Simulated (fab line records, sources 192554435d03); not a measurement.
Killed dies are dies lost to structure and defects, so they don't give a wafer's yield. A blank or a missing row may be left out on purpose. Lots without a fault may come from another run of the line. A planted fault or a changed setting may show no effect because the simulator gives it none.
fab line records | flow n5_finfet | part 2 of 2: steps 14 to 30 of 30
record lots=5 wafers=15 last_day=17
route steps=1938 shown FIN_SAQP@135 FIN_CUT@154
lots that met no fault: from a run of the same line without faults
start_h: hours from the record's first day to the start of the lot's first wafer shown | wait_h: hours since the lot's step before | " the same as in the row above | L1.1+2: a row that stands for several wafers | - no value, or no start given | * or withheld: withheld | < > ~ a bound
route shown NAME@n: a module of which the file shows steps, and the number in the route of the first | usual: mean/standard deviation of fault-free wafers | same: alike in all rows | chamber/n: place in a boat | sites: the reading at each site | _std_site: their standard deviation | _edge_site: outer sites' mean less inner sites' | radius_mm: how far each site lies from the wafer's centre | mask NAME#n: copy n | behind: the tool/chamber that last shaped the wafer | hold: why the lot was held/for how many hours/how that ended | device: the transistor (n, p or np) that didn't switch | end of line: the same wafers' tests at the end of the route | a step without rows: its recipe alone | killed: dies lost to structure and defects at the first sort, not the wafer's yield | map: a wafer's dies, x killed, . not, _ none there
set.NAME: the setting as run; set.NAME@STEP: as run at that earlier step | model.NAME: the simulator's own value behind a step, which no gauge read
lots at some steps of the route; a table a step, a row a wafer
services: from which hour (start_h, from the record's first day; less than 0 if before it) a tool's chamber was out of use, for how many hours, and why
## steps
# step N5_FIN_SAQP_CD_MEAS_37
# recipe target_cd_nm=8 polarity=line
# usual cd_nm=8.16/0.28
# columns lot.wafer tool chamber start_h wait_h cd_nm
L074.1 cd_sem-02 - 26.59 0.1 8.37
L074.5 " - " " 8.18
L074.6 " - " " 7.72
L079.3 cd_sem-03 - 58.48 0.1 8.22
L079.4 " - " " 8.36
L079.5 " - " " 8.33
L085.1 cd_sem-03 - 93.06 0.1 7.95
L085.3 " - " " 7.60
L085.6 " - " " 8.16
L095.1 cd_sem-03 - 153.15 0.1 8.06
L095.3 " - " " 7.91
L095.4 " - " " 8.11
L097.1 cd_sem-02 - 169.08 0.1 8.13
L097.3 " - " " 8.05
L097.5 " - " " 8.07
# step N5_FIN_SAQP_PRECLEAN_38
# recipe chemistry=O3/DIW time_s=45 temp_c=22 o3_ppm=10
# same time_s=45
# columns lot.wafer tool chamber start_h wait_h
L074.1+5+6 wet_bench-02 3,2,0 26.64 0.0
L079.3+4+5 wet_bench-02 4,7,0 58.51 0.0
L085.1+3+6 wet_bench-02 6,2,7 93.10 0.0
L095.1+3+4 wet_bench-04 0,1,5 153.19 0.0
L097.1+3+5 wet_bench-06 7,0,3 169.12 0.0
# step N5_FIN_SAQP_PRECLEAN_45
# recipe chemistry=dHF time_s=10 dilution=500:1 temp_c=25
# same time_s=10
# columns lot.wafer tool chamber start_h wait_h
L074.1+5+6 wet_bench-02 3,2,0 26.65 0.0
L079.3+4+5 wet_bench-02 4,7,0 58.53 0.0
L085.1+3+6 wet_bench-02 6,2,7 93.12 0.0
L095.1+3+4 wet_bench-04 0,1,5 153.21 0.0
L097.1+3+5 wet_bench-06 7,0,3 169.14 0.0
# step N5_FIN_SAQP_SRD_39
# recipe dry=ipa_marangoni time_s=30 temp_c=23 rinse_liquid=diw
# same time_s=30
# columns lot.wafer tool chamber start_h wait_h
L074.1+5+6 wet_bench-02 3,2,0 26.65 0.0
L079.3+4+5 wet_bench-02 4,7,0 58.53 0.0
L085.1+3+6 wet_bench-02 6,2,7 93.12 0.0
L095.1+3+4 wet_bench-04 0,1,5 153.21 0.0
L097.1+3+5 wet_bench-06 7,0,3 169.14 0.0
# step N5_FIN_SAQP_OCD_MEAS_76
# usual trench_depth_nm=120.2/2.3
# columns lot.wafer tool chamber start_h wait_h trench_depth_nm
L074.1 ocd-02 - 26.69 0.0 116.4
L074.5 " - " " 116.9
L074.6 " - " " 118.9
L079.3 ocd-01 - 58.57 0.0 120.5
L079.4 " - " " 122.6
L079.5 " - " " 119.3
L085.1 ocd-01 - 93.16 0.0 121.3
L085.3 " - " " 118.4
L085.6 " - " " 121.8
L095.1 ocd-02 - 153.25 0.0 120.3
L095.3 " - " " 120.6
L095.4 " - " " 118.2
L097.1 ocd-02 - 169.18 0.0 120.8
L097.3 " - " " 119.5
L097.5 " - " " 118.2
# step N5_FIN_SAQP_INSPECT_40
# recipe inspect_instrument=brightfield mode=aei
# usual raw_defect_count=242/65
# columns lot.wafer tool chamber start_h wait_h raw_defect_count
L074.1 defect_inspect-02 - 26.72 0.0 173
L074.5 " - " " 187
L074.6 " - " " 208
L079.3 defect_inspect-01 - 58.60 0.0 228
L079.4 " - " " 256
L079.5 " - " " 275
L085.1 defect_inspect-01 - 93.19 0.0 277
L085.3 " - " " 201
L085.6 " - " " 260
L095.1 defect_inspect-02 - 153.28 0.0 230
L095.3 " - " " 229
L095.4 " - " " 227
L097.1 defect_inspect-01 - 169.21 0.0 336
L097.3 " - " " 352
L097.5 " - " " 462
# step N5_FIN_CUT_COAT_18
# recipe resist=SOC temp_c=250 time_s=60 spin_rpm=1500 resist_thk_nm=230
# same time_s=60
# columns lot.wafer tool chamber start_h wait_h
L074.1+5+6 litho_track-04 0 26.76 0.0
L079.3+4+5 litho_track-02 0 58.63 0.0
L085.1+3+6 litho_track-02 0 93.22 0.0
L095.1+3+4 litho_track-04 0 153.31 0.0
L097.1+3+5 litho_track-04 0 169.24 0.0
# step N5_FIN_CUT_COAT_19
# recipe resist=SiARC temp_c=220 time_s=60 spin_rpm=1500 resist_thk_nm=20
# same time_s=60
# columns lot.wafer tool chamber start_h wait_h
L074.1+5+6 litho_track-04 0 - -
L079.3+4+5 litho_track-02 0 - -
L085.1+3+6 litho_track-02 0 - -
L095.1+3+4 litho_track-04 0 - -
L097.1+3+5 litho_track-04 0 - -
# step N5_FIN_CUT_COAT_29
# recipe resist=underlayer temp_c=205 time_s=60 spin_rpm=1500 resist_thk_nm=10
# same time_s=60
# columns lot.wafer tool chamber start_h wait_h
L074.1+5+6 litho_track-04 0 - -
L079.3+4+5 litho_track-02 0 - -
L085.1+3+6 litho_track-02 0 - -
L095.1+3+4 litho_track-04 0 - -
L097.1+3+5 litho_track-04 0 - -
# step N5_FIN_CUT_COAT_02
# recipe resist=CAR-EUV spin_rpm=1500 resist_thk_nm=30
# columns lot.wafer tool chamber start_h wait_h
L074.1+5+6 litho_track-04 0 - -
L079.3+4+5 litho_track-02 0 - -
L085.1+3+6 litho_track-02 0 - -
L095.1+3+4 litho_track-04 0 - -
L097.1+3+5 litho_track-04 0 - -
# step N5_FIN_CUT_EBR_04
# recipe solvent=PGMEA ebr_width_mm=1.5
# columns lot.wafer tool chamber start_h wait_h
L074.1+5+6 litho_track-04 0 - -
L079.3+4+5 litho_track-02 0 - -
L085.1+3+6 litho_track-02 0 - -
L095.1+3+4 litho_track-04 0 - -
L097.1+3+5 litho_track-04 0 - -
# step N5_FIN_CUT_SOFTBAKE_03
# recipe temp_c=110 time_s=60 resist=CAR-EUV
# same time_s=60
# columns lot.wafer tool chamber start_h wait_h
L074.1+5+6 litho_track-04 0 - -
L079.3+4+5 litho_track-02 0 - -
L085.1+3+6 litho_track-02 0 - -
L095.1+3+4 litho_track-04 0 - -
L097.1+3+5 litho_track-04 0 - -
# step N5_FIN_CUT_EXPOSE_05
# recipe mask_id=FIN_CUT na=0.33 source_shape=annular sigma_inner=0.35 sigma_outer=0.8 polarization=unpolarized dose_mj=45.75
# columns lot.wafer tool chamber start_h wait_h mask
L074.1+5+6 euv_scanner-02 0 27.02 - FIN_CUT#0
L079.3+4+5 euv_scanner-02 0 58.91 - FIN_CUT#0
L085.1+3+6 euv_scanner-01 0 93.49 - FIN_CUT#0
L095.1+3+4 euv_scanner-02 0 153.45 - FIN_CUT#0
L097.1+3+5 euv_scanner-01 0 169.38 - FIN_CUT#0
# step N5_FIN_CUT_PEB_06
# recipe peb_temp_c=100 peb_time_s=60 resist=CAR-EUV
# same peb_time_s=60
# columns lot.wafer tool chamber start_h wait_h
L074.1+5+6 litho_track-01 0 27.09 0.1
L079.3+4+5 litho_track-01 0 58.96 0.0
L085.1+3+6 litho_track-01 0 93.55 0.1
L095.1+3+4 litho_track-01 0 153.51 0.1
L097.1+3+5 litho_track-01 0 169.45 0.1
# step N5_FIN_CUT_DEVELOP_07
# recipe develop_time_s=30 developer=TMAH resist=CAR-EUV rinse_liquid=surfactant_rinse dry=air_spin dev_temp_c=23
# columns lot.wafer tool chamber start_h wait_h
L074.1+5+6 litho_track-01 0 - -
L079.3+4+5 litho_track-01 0 - -
L085.1+3+6 litho_track-01 0 - -
L095.1+3+4 litho_track-01 0 - -
L097.1+3+5 litho_track-01 0 - -
# step N5_FIN_CUT_CD_MEAS_08
# recipe target_cd_nm=29.1 landing_energy_ev=500 detector=se_inlens polarity=opening
# usual cd_nm=29.02/0.26
# columns lot.wafer tool chamber start_h wait_h cd_nm
L074.1 cd_sem-03 0 27.15 - 28.53
L074.5 " 0 " " 28.14
L074.6 " 0 " " 28.79
L079.3 cd_sem-01 0 59.03 - 28.63
L079.4 " 0 " " 29.01
L079.5 " 0 " " 29.07
L085.1 cd_sem-03 0 93.62 - 28.92
L085.3 " 0 " " 28.95
L085.6 " 0 " " 28.75
L095.1 cd_sem-03 0 153.58 - 28.86
L095.3 " 0 " " 28.96
L095.4 " 0 " " 28.67
L097.1 cd_sem-02 0 169.51 - 28.65
L097.3 " 0 " " 28.65
L097.5 " 0 " " 29.01
# step N5_FIN_CUT_OVL_MEAS_09
# recipe points_per_wafer=522
# usual FIN_CUT_OVL=0.6/0.7
# same points_per_wafer=522
# columns lot.wafer tool chamber start_h wait_h FIN_CUT_OVL[nm]
L074.1 overlay-02 0 27.18 0.0 0.2
L074.5 " 0 " " -0.3
L074.6 " 0 " " 0.3
L079.3 overlay-01 0 59.07 0.0 0.4
L079.4 " 0 " " 0.6
L079.5 " 0 " " 0.5
L085.1 overlay-02 0 93.65 0.0 0.5
L085.3 " 0 " " 1.2
L085.6 " 0 " " 0.8
L095.1 overlay-02 0 153.61 0.0 1.6
L095.3 " 0 " " 0.3
L095.4 " 0 " " 0.2
L097.1 overlay-01 0 169.54 0.0 2.0
L097.3 " 0 " " 1.1
L097.5 " 0 " " 0.4
## services
# columns tool chamber start_h hours kind
euv_scanner-01 - 5.19 1.0 pm
euv_scanner-02 - 6.24 2.9 repair
ald_sin-03 0 9.21 2.8 repair
euv_scanner-02 - 9.77 4.6 pm
rie_si-01 1 22.20 4.8 repair
ald_sin-04 3 29.34 1.3 repair
rie_diel-05 - 34.46 0.1 repair
ald_sin-03 - 37.19 1.9 repair
euv_scanner-01 - 40.73 4.6 pm
rie_si-05 1 42.70 5.2 repair
euv_scanner-02 - 45.33 1.0 pm
euv_scanner-02 - 48.25 1.9 repair
rie_si-01 - 55.39 0.3 repair
rie_diel-05 0 64.07 2.2 repair
rie_si-04 3 67.23 11.3 repair
rie_si-04 0 69.89 12.7 repair
rie_diel-04 0 87.45 6.6 repair
euv_scanner-02 - 96.54 1.2 repair
euv_scanner-02 - 100.71 1.0 pm
rie_si-01 0 141.09 1.6 repair
rie_diel-04 - 148.85 0.1 repair
vapor_etch-01 0 149.91 6.6 repair
wet_bench-04 - 154.90 1.5 repair
euv_scanner-02 - 156.86 1.0 pm
